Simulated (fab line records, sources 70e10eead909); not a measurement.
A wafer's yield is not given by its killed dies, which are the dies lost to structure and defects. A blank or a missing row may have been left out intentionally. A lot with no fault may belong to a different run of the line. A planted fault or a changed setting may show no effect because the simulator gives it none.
Problem report in the 8D (eight disciplines) form, filled by code || flow nandHarc || the parts of the form that need people (team, actions taken, sign-off) are left out

1. THE PROBLEM
Wafers without a fault read 1002 nm, standard deviation 11; thkNm at NHARC_A_ONON_D1_THK_MEAS_05 reads a mean of 1488 nm on 6 wafers belonging to 2 lots. That is +44 standard deviations from the usual mean.
The step: measures by ellipsometry.
Earliest sighting: wafer L229.2 on filmMetro-01 at day 8 22:20. The record has a number at this step for 42 wafers belonging to 14 lots. By rule, "out" or "out of limits" means more than 4 standard deviations away from the usual mean. The other wafers with a number count as sound.

2. WHAT IT IS, WHAT IT ISN'T
{"question": "which readings at this step", "is": "thkNm", "is not": "-"}
{"question": "which lots", "is": "L229, L232", "is not": "L224, L227, L228, L230, L236, L237, L242, L243, L244, L245, L246, L247"}
{"question": "which wafers of those lots", "is": "all that have a number", "is not": "-"}
{"question": "read on which gauges", "is": "filmMetro-01, filmMetro-02", "is not": "-"}
{"question": "when", "is": "from day 8 22:20", "is not": "up to then (9 sound wafers); but 27 sound wafers of L230, L236, L237, L242, L243, L244, L245, L246, L247 came after"}

3. WHAT RULES OUT EACH SUSPECT
Counting: a tool stays on the suspect list if, at a process step up to the reading, it processed all lots that are out and no sound lot following the first of them.
- the gauge at NHARC_A_ONON_D1_THK_MEAS_05 has been ruled out. 2 gauges (filmMetro-01, filmMetro-02) read the wafers that are out.
- pecvdOnon-04 at NHARC_A_ONON_D1_DEP_03 (target thk 1000 nm): ruled out as a lasting fault. Following L229 (day 8 21:53), the first lot on it that is out, the sound lots L243, L244, L246, L247 were run on it.
Left after counting: nothing in the record.

4. THE CAUSE (what the simulator had put in)
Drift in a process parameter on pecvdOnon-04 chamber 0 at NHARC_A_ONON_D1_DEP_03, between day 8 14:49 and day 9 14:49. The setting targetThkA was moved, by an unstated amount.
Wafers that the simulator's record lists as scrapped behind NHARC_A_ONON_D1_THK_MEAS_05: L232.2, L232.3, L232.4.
It was ruled out by counting, in error; the rule expects a fault to strike all lots run on its tool from its start on, and this fault did not.

5. THE EFFECT CHAIN, in route order
Rows list readings where the struck wafers' mean (over those with a number) sits beyond 3 standard deviations from the usual. Only readings whose record carries a usual standard deviation are examined. hours: median over the lots of the time between each lot's start at the first step of this table that gives one and its start at this step. sigmas: the change, counted in usual standard deviations.
{"hours": 0, "step": "NHARC_A_ONON_D1_THK_MEAS_05", "reading": "thkNm", "usual": "1002 nm", "on struck wafers": 1488, "change": "+486", "sigmas": "+44"}
At these later measuring or inspecting steps, every struck wafer for which the step has a row has a number for every such reading, and none has moved that far: NHARC_A_ONON_D1_THK_MEAS_18.

6. WHAT WOULD HAVE CAUGHT IT SOONER
8 hours passed between the start of the fault at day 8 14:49 and the first reading out of limits at a measuring or inspecting step in this record, taken at day 8 22:20.
